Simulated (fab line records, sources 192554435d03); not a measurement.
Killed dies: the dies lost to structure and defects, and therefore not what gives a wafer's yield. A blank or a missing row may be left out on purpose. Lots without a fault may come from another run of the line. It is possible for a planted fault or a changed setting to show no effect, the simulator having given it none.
fab line records | flow n5Finfet
[record] lots = 3 wafers = 9 lastDay = 15
route steps=1938 shown MIM_BOT_LITHO@1861 MIM_BOT_ETCH@1866 PASS1_CAP@1873 TV_LITHO@1875 TV_OPEN@1887
lots with no fault: from the same line, run without faults
startH: hours from the record's opening day to when the first of the lot's shown wafers began | waitH: time in hours since the lot's previous step | " the same as in the row above | L1.1+2: a row that stands for several wafers | - either no value or no given start | * or withheld: withheld | < > ~ a bound
route shown NAME@n: NAME is a module with steps in the file, n the number in the route of the first one | usual: the fault-free wafers' mean and standard deviation | same: alike in all rows | chamber/n: place in a boat | sites: per-site readings | _std_site: how widely they spread, as a standard deviation | _edge_site: inner sites' mean taken away from outer sites' mean | radiusMm: how far each site lies from the wafer's centre | mask NAME#n: copy n | behind: the last tool/chamber to shape the wafer | hold: reason for holding the lot/hours on hold/outcome of the hold | device: which transistor (n, p or np) failed to switch | end of line: at the end of the route, the tests of the same wafers | where a step has no rows: the recipe by itself | killed: dies that structure and defects cost at the first sort, which is not the same as the wafer's yield | map: a wafer's dies, marking killed ones x, the rest . and places with no die _
set.NAME: the run value of the setting; set.NAME@STEP: its run value at that earlier step | model.NAME: the simulator's own value behind a step, which no gauge read
lots at selected steps of the route; one table per step, one row per wafer
services: a tool's chamber out of use, with start hour (startH, from the record's first day; less than 0 if before it), hours out, and reason
[[steps]]
[step N5_MIM_BOT_LITHO_HARDBAKE_09]
[recipe] tempC = 130 timeS = 120
[step N5_MIM_BOT_LITHO_DESCUM_10]
[recipe] chemistry = O2 timeS = 7.9 sourcePowerW = 50 biasPowerW = 20 pressureMtorr = 20 rfFrequencyHz = 2.712e+07 tempC = 40 o2FlowSccm = 225
[step N5_MIM_BOT_ETCH_ETCH_04]
[recipe] chemistry = CF4/O2 target = SiNx targetDepthA = 260 timeS = 13 ionEnergyEv = 100 pressureMtorr = 40 sourceW = 535 biasW = 49 Ar_flow_sccm = 100 cf4FlowSccm = 100 O2_flow_sccm = 10
[step N5_MIM_BOT_ETCH_ETCH_03]
[recipe] chemistry = Cl2/BCl3 targetDepthA = 120 pressureMtorr = 8 icpW = 800 biasW = 100 Cl2_flow_sccm = 20 bcl3FlowSccm = 80
[step N5_MIM_BOT_ETCH_ETCH_00]
[recipe] chemistry = Cl2/BCl3 target = TiN targetDepthA = 455 ionEnergyEv = 150 pressureMtorr = 10 icpW = 1000 biasW = 126 Cl2_flow_sccm = 53.25 bcl3FlowSccm = 21.75 Ar_flow_sccm = 25
[step N5_MIM_BOT_ETCH_STRIP_01]
[recipe] chemistry = O2 powerW = 600 tempC = 60 pressureMtorr = 30 rfFrequencyHz = 6e+07 biasPowerW = 0 overashFraction = 0.5 o2FlowSccm = 225
[step N5_MIM_BOT_ETCH_STRIP_02]
[recipe] chemistry = postEtchResidueRemover timeS = 1200 tempC = 72.5
[step N5_MIM_BOT_ETCH_CLEAN_05]
[recipe] chemistry = IPA timeS = 180 tempC = 25
[step N5_MIM_BOT_ETCH_SRD_06]
[recipe] dry = ipaMarangoni timeS = 30 tempC = 23 rinseLiquid = diw
[step N5_PASSIVATION_PECVD_55]
[recipe] material = SiO2 targetThkA = 4000 tempC = 400 precursor = SiH4/N2O pressureTorr = 2.7 rfW = 608 timeS = 22.5
[usual] heaterPowerW = 673/79 rfFwdPowerW = 601.4/2.7 showerheadPlenumPTorr = 8.20/0.1 throttleValvePct = 52/3.3
// columns lot.wafer tool chamber startH waitH heaterPowerW rfFwdPowerW showerheadPlenumPTorr sinceWetCleanH throttleValvePct model.SiO2_of_PASSIVATION_PECVD_55.thkNm
L848.2 pecvd-03 0 308.73 0.0 605 602.7 8.08 1013 52 397.2
L848.5 " 2 " " 567 599.4 8.24 - 52 402.2
L848.6 " 0 " " 630 603.7 8.08 - 52 399.4
L853.1 pecvd-03 1 329.29 0.0 709 602.1 8.41 1758 49 397.8
L853.3 " 0 " " 611 601.4 8.09 1033 52 485.4
L853.4 " 1 " " 710 602.0 8.38 - 48 400.8
L858.2 pecvd-04 0 351.89 0.0 498 606.3 8.25 875 57 402.4
L858.5 " 0 " " 495 606.9 8.24 - 57 401.6
L858.6 " 2 " " 537 603.4 8.17 - 48 401
[step N5_PASSIVATION_PECVD_01]
[recipe] material = SiNx targetThkA = 2000 tempC = 400 precursor = SiH4/NH3/N2 pressureTorr = 4.9 rfW = 1406 timeS = 43.2
[step N5_PASSIVATION_HMDS_03]
[recipe] timeS = 60 tempC = 120
[step N5_PASSIVATION_COAT_04]
[recipe] spinRpm = * resistThkNm = *
[step N5_PASSIVATION_EBR_06]
[recipe] solvent = PGMEA ebrWidthMm = 1.5
[step N5_PASSIVATION_SOFTBAKE_05]
[recipe] tempC = 100 timeS = 90
[step N5_PASSIVATION_EXPOSE_07]
[recipe] maskId = TV na = 0.55 sourceShape = conventional sigmaOuter = 0.8 polarization = unpolarized defocusNm = 0 targetCdNm = 3000 doseMj = 22.75
[step N5_PASSIVATION_PEB_08]
[recipe] pebTempC = withheld pebTimeS = *
[step N5_PASSIVATION_DEVELOP_09]
[recipe] developTimeS = 60 rinseLiquid = diw dry = airSpin devTempC = 21
[step N5_PASSIVATION_HARDBAKE_11]
[recipe] tempC = 130 timeS = 120
[step N5_PASSIVATION_DESCUM_12]
[recipe] chemistry = O2 timeS = 7.9 sourcePowerW = 50 biasPowerW = 20 pressureMtorr = 20 rfFrequencyHz = 2.712e+07 tempC = 40 o2FlowSccm = 225
[step N5_PASSIVATION_PASS_ETCH_74]
[recipe] chemistry = CF4/O2 target = SiNx targetDepthA = 2200 timeS = 110 ionEnergyEv = 100 pressureMtorr = 40 sourceW = 535 biasW = 49 Ar_flow_sccm = 100 cf4FlowSccm = 100 O2_flow_sccm = 10
[step N5_PASSIVATION_VIA_ETCH_13]
[recipe] chemistry = CHF3/O2 target = SiO2 targetDepthA = 6600 CHF3_flow_sccm = 50 O2_flow_sccm = 5 Ar_flow_sccm = 200 timeS = 330 maskMaterial = PR pressureMtorr = 30 sourceW = 650 biasW = 170 ionEnergyEv = 200 ends = cleared
[usual] biasW = 170.0/0.52 drypumpMotorCurrentA = 5.5/0.49 etchRfOnTimeS = 236/4.1 oes_f_703_au = 0.74/0.062 oesProductAu = 0.67/0.059 rfFwdPowerW = 647.9/2.3 rfVppV = 521/10 showerheadPlenumPTorr = 2.43/0.097 throttleValvePct = 19.07/0.22
// columns lot.wafer tool chamber startH waitH biasW drypumpMotorCurrentA etchRfOnTimeS oes_f_703_au oesProductAu rfFwdPowerW rfHoursCounterH rfVppV showerheadPlenumPTorr throttleValvePct model.coat_of_PASSIVATION_COAT_04.thkNm model.TV_OPEN.cdOffsetNm
L848.2 rieDiel-02 1 309.50 0.0 169.9 4.9 238 0.69 0.62 648.4 242 525 2.29 18.70 * 1.8
L848.5 " 0 " " 170.4 5.3 239 0.71 0.64 650.1 - 522 2.40 19.27 * 2
L848.6 " 1 " " 169.3 4.9 241 0.69 0.62 649.3 - 524 2.29 18.71 * 2.2
L853.1 rieDiel-03 0 330.32 0.0 169.7 5.3 235 0.71 0.63 647.2 221 508 2.39 19.28 * 2.2
L853.3 " 2 " " 170.0 6.4 289 0.69 0.64 646.5 200 539 2.49 18.81 * 0.6
L853.4 " 1 " " 169.7 5.2 242 0.71 0.63 647.2 - 505 2.40 19.21 * 2.2
L858.2 rieDiel-03 3 353.52 0.0 170.0 5.8 242 0.72 0.66 646.0 158 536 2.50 19.01 * 2.4
L858.5 " 1 " " 169.8 5.2 240 0.70 0.63 648.9 - 504 2.39 19.21 * 1.6
L858.6 " 0 " " 168.8 5.3 238 0.71 0.63 648.7 - 507 2.38 19.30 * 2.4
[step N5_PASSIVATION_STRIP_14]
[recipe] chemistry = O2 powerW = 600 tempC = 60 pressureMtorr = 30 rfFrequencyHz = 6e+07 biasPowerW = 0 overashFraction = 0.5 o2FlowSccm = 225
[step N5_PASSIVATION_ETCH_15]
[recipe] chemistry = CF4/N2 target = SiCN targetDepthA = 750 taperDeg = 2 timeS = 81.2 ionEnergyEv = 150 maskMaterial = SiNx pressureMtorr = 40 sourceW = 430 biasW = 70 Ar_flow_sccm = 100 cf4FlowSccm = 60 n2FlowSccm = 60
[usual] biasW = 69.99/0.2 drypumpMotorCurrentA = 5.5/0.49 oesProductAu = 0.74/0.066 rfFwdPowerW = 427.9/1.4 rfVppV = 382.6/2.4 showerheadPlenumPTorr = 2.22/0.089 throttleValvePct = 15.61/0.23
// columns lot.wafer tool chamber startH waitH biasW drypumpMotorCurrentA oesProductAu rfFwdPowerW rfHoursCounterH rfVppV showerheadPlenumPTorr throttleValvePct model.TV_OPEN.cdOffsetNm
L848.2 rieDiel-02 1 - - 70.05 4.9 0.69 429.2 242 378.7 2.09 15.28 1.8
L848.5 " 0 " " 70.00 5.3 0.71 428.9 - 382.8 2.19 15.78 2
L848.6 " 1 " " 70.29 4.9 0.69 428.3 - 379.9 2.09 15.28 2.2
L853.1 rieDiel-03 0 - - 69.72 5.3 0.72 425.2 221 381.6 2.19 15.85 2
L853.3 " 2 " " 70.08 6.4 0.71 427.3 201 384.2 2.28 15.39 0.8
L853.4 " 1 " " 70.57 5.2 0.69 426.2 - 381.5 2.19 15.76 2.2
L858.2 rieDiel-03 3 - - 69.74 5.8 0.72 428.3 158 383.2 2.29 15.59 2.6
L858.5 " 1 " " 69.98 5.2 0.70 427.6 - 382.5 2.19 15.77 1.8
L858.6 " 0 " " 69.92 5.3 0.71 425.2 - 381.0 2.18 15.89 2.2
[step N5_PASSIVATION_STRIP_73]
[recipe] chemistry = postEtchResidueRemover timeS = 60 tempC = 25 removerPh = withheld removerWaterWtPct = withheld removerFluorideWtPct = withheld
[[services]]
// columns tool chamber startH hours kind
rieDiel-02 2 286.38 3.2 repair
pecvd-04 1 292.53 5.5 scheduledDown
pecvd-03 - 311.16 3.1 repair
rieDiel-03 3 322.36 15.4 repair
rieDiel-02 1 334.87 - clean
rieDiel-02 1 334.87 - consumableReplace:focusRing
rieDiel-02 1 334.87 - consumableReplace:showerhead
rieDiel-02 1 334.87 27.6 scheduledDown
rieDiel-02 1 334.87 27.6 ventCycle
rieDiel-03 1 337.77 14.5 repair
[[key]]
[firstSign] step = N5_PASSIVATION_VIA_ETCH_13 reading = etchRfOnTimeS direction = up sigmas = 13 usual = * struck = *
effect none on later readings
[modelEffect] step = N5_PASSIVATION_PECVD_55 value = SiO2_of_PASSIVATION_PECVD_55.thkNm without = 394.4 struck = 485.4
[modelEffect] step = N5_PASSIVATION_VIA_ETCH_13 value = coat_of_PASSIVATION_COAT_04.thkNm without = * struck = *
[modelEffect] step = N5_PASSIVATION_ETCH_15 value = TV_OPEN.cdOffsetNm without = 1.8 struck = 0.8
metAt N5_PASSIVATION_PECVD_55
struckWafers L853.3
onsetBetween 308.73 329.29
[fault] kind = processParameterDrift tool = pecvd-03 chamber = 0 onsetH = 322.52 steps = N5_PASSIVATION_PECVD_55 channel = timeS offset = * shape = step actsIn = * stated = *
